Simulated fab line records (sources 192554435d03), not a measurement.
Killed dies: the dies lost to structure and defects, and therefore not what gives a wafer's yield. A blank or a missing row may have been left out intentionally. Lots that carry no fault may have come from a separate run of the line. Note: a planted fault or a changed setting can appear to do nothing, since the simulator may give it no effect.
Problem report, 8D (eight disciplines) form, completed by code || flow n5_finfet || the parts of the form that need people (team, actions taken, sign-off) are left out

## 1. WHAT IS WRONG
Mean of spin_speed_rpm at N5_BEOL_M6_COAT_59: 1569.1 rpm across 6 wafers in 2 lots; on wafers with no fault it is 1500.1 rpm (standard deviation 0.99). Measured from the usual mean, that is +70 standard deviations.
The step: time 60 s, resist thk 100 nm.
First seen on wafer L784.1, day 12 06:58, on litho_track-01. At this step, 12 wafers from 4 lots have a number in the record. Rule for "out", or "out of limits": more than 4 standard deviations from the usual mean. The other wafers with a number count as sound.

## 2. WHAT IT IS, WHAT IT ISN'T
{"question": "which readings at this step", "is": "spin_speed_rpm", "is not": "exhaust_pa"}
{"question": "which lots", "is": "L784, L788", "is not": "L780, L786"}
{"question": "which wafers of those lots", "is": "all that have a number", "is not": "-"}
{"question": "read on which tools", "is": "litho_track-01", "is not": "litho_track-02"}
{"question": "when", "is": "from day 12 06:58", "is not": "up to then (3 sound wafers); but 3 sound wafers of L786 came after"}

## 3. WHAT RULES OUT EACH SUSPECT
Counting: a tool at a process step up to the reading stays a suspect if it ran every lot that is out and no sound lot after the first of them.
- litho_track-01 at N5_BEOL_M6_COAT_59 (time 60 s, resist thk 100 nm): kept. It ran every lot that is out, first L784 (day 12 06:58), and no sound lot after that; its last sound lot up to then is L780 (day 11 18:48). Its own spin_speed_rpm readings are out on those wafers.
The count leaves litho_track-01 at N5_BEOL_M6_COAT_59.

## 4. THE CAUSE (what the simulator had put in)
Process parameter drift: litho_track-01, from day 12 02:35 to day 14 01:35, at N5_BEOL_M6_COAT_59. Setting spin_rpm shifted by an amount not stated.
This tool alone remained once counting was done.

## 5. THE CHAIN OF EFFECTS, in route order
Rows list readings where the struck wafers' mean (over those with a number) sits beyond 3 standard deviations from the usual. Only readings whose record carries a usual standard deviation are examined. hours: median over the lots of the time between each lot's start at the first step of this table that gives one and its start at this step. sigmas: the change, counted in usual standard deviations.
{"hours": 0, "step": "N5_BEOL_M6_COAT_59", "reading": "spin_speed_rpm", "usual": "1500.1 rpm", "on struck wafers": 1569.1, "change": "+69.0", "sigmas": "+70"}
Process steps it contains:
- N5_BEOL_M6_COAT_59: time 60 s, resist thk 100 nm.

## 6. WHAT WOULD HAVE CAUGHT IT SOONER
In this record the first reading out of limits was taken at day 12 06:58, 4 hours after the fault began at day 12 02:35.
